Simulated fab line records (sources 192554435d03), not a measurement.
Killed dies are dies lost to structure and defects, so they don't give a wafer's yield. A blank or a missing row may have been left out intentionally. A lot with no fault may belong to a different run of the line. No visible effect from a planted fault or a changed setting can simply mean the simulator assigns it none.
Lot-split experiment	flow n5-finfet	on a route of 1938 steps: 7 lots, 21 wafers read

== ON THE SPLIT ==
At N5_PMOS_HMC_CHANNEL_EPI_COAT_31 (time 60 s, resist thk 66 nm), the setting spin-rpm was moved away from the recipe's 1500 rpm on 6 of the 21 wafers read, by -9.5% to -3.3%. All remaining wafers had this setting at the recipe value.

== FROM THE SPLIT TO THE READING: what the file shows between them, 4 steps ==
- N5_PMOS_HMC_CHANNEL_EPI_EXPOSE_06: exposes mask PMOS HMC BLK, target cd 240 nm (also split here: dose-mj)
- N5_PMOS_HMC_CHANNEL_EPI_PEB_07: peb time 60 s
- N5_PMOS_HMC_CHANNEL_EPI_DEVELOP_08: develop time 30 s
- N5_PMOS_HMC_CHANNEL_EPI_DESCUM_14: chemistry O2, time 7.9 s

== THE READING ==
etch.depth-nm (the simulator's own value, which no gauge read), in nm, at N5_PMOS_HMC_CHANNEL_EPI_ETCH_32 (etches BARC in N2/H2, stops on SiO2, target depth 85.8 nm, time 50.3 s). There is no usual value for it anywhere in the file. The 15 wafers here that ran the recipe average 66.04 nm, standard deviation 0.25 nm.

wafer	tool, chamber at the split	spin-rpm as run, rpm	against the recipe	etch.depth-nm, nm	against lot-mates on the recipe
L081.1	litho-track-03, 0	1500	recipe	66.39	-
L081.3	litho-track-03, 0	1500	recipe	66.54	-
L081.6	litho-track-03, 0	1500	recipe	66.4	-
L086.2	litho-track-04, 0	1500	recipe	65.97	-
L086.5	litho-track-04, 0	1500	recipe	66.06	-
L086.6	litho-track-04, 0	1500	recipe	65.79	-
L087.3	litho-track-02, 0	1500	recipe	65.93	-
L087.4	litho-track-02, 0	1500	recipe	65.73	-
L087.5	litho-track-02, 0	1500	recipe	65.92	-
L093.1	litho-track-04, 0	1358	-9.5%	69.47	+3.40
L093.3	litho-track-04, 0	1358	-9.5%	69.28	+3.21
L093.4	litho-track-04, 0	1500	recipe	66.07	-
L094.2	litho-track-03, 0	1398	-6.8%	68.36	+2.02
L094.3	litho-track-03, 0	1398	-6.8%	68.34	+2.00
L094.4	litho-track-03, 0	1500	recipe	66.34	-
L095.1	litho-track-02, 0	1500	recipe	65.86	-
L095.3	litho-track-02, 0	1450	-3.3%	66.91	+1.15
L095.4	litho-track-02, 0	1500	recipe	65.66	-
L097.1	litho-track-04, 0	1500	recipe	65.95	-
L097.2	litho-track-04, 0	1390	-7.3%	68.4	+2.41
L097.4	litho-track-04, 0	1500	recipe	66.03	-

THE FIT
A straight line over all 21 wafers: etch.depth-nm changes by -0.342 nm for each +1% of spin-rpm; r = -0.98; the points scatter about the line by 0.24 nm.
The same after taking each lot's own level away (the mean of its wafers on the recipe; 21 wafers): -0.332 nm for each +1%; r = -0.99; scatter 0.12 nm.
That fit puts the effect of the largest move of spin-rpm on the reading at 3.1 nm.
Measured against the standard deviation above, the lots' own levels, which go from 65.760 to 66.443 nm, span 2.7 times it.
So the lot-to-lot level changes the slope little: the two slopes agree.
Check: +3.04 nm against its lot-mates is what the line predicts for one of the wafers moved furthest among these (-9.5%) when that wafer is left out of the fit. It came out at +3.4 nm against them.

== ADDITIONAL SPLITS CARRIED BY THESE WAFERS ==
Other splits were also applied to these wafers ahead of the reading. Each is held against what the fit with the lots' levels taken away leaves over:
other split on the same wafers	wafers away from the commonest value	r with etch.depth-nm (lot level and that fit taken away)
N5_WELL_APT_COAT_19 spin-rpm	10	-0.20
N5_WELL_APT_EXPOSE_22 dose-mj	10	-0.36
N5_PMOS_HMC_CHANNEL_EPI_EXPOSE_06 dose-mj	2	+0.33

== THE WHOLE CHAIN: every reading that the file lists as answering this split, in the file's order ==
step	what it does	reading	change (the file's fit)	r (the file's)
N5_PMOS_HMC_CHANNEL_EPI_COAT_31	time 60 s, resist thk 66 nm	BARC_of_PMOS_HMC_CHANNEL_EPI_COAT_31.thk-nm (the simulator's own value, which no gauge read)	-0.331 nm for each +1% of the setting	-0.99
N5_PMOS_HMC_CHANNEL_EPI_ETCH_32	etches BARC in N2/H2, stops on SiO2, target depth 85.8 nm, time 50.3 s	etch.depth-nm (the simulator's own value, which no gauge read)	-0.331 nm for each +1% of the setting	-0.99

== THE FILE'S OWN FIT ==
etch.depth-nm changes by -0.331 nm for each +1% of spin-rpm, r = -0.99.
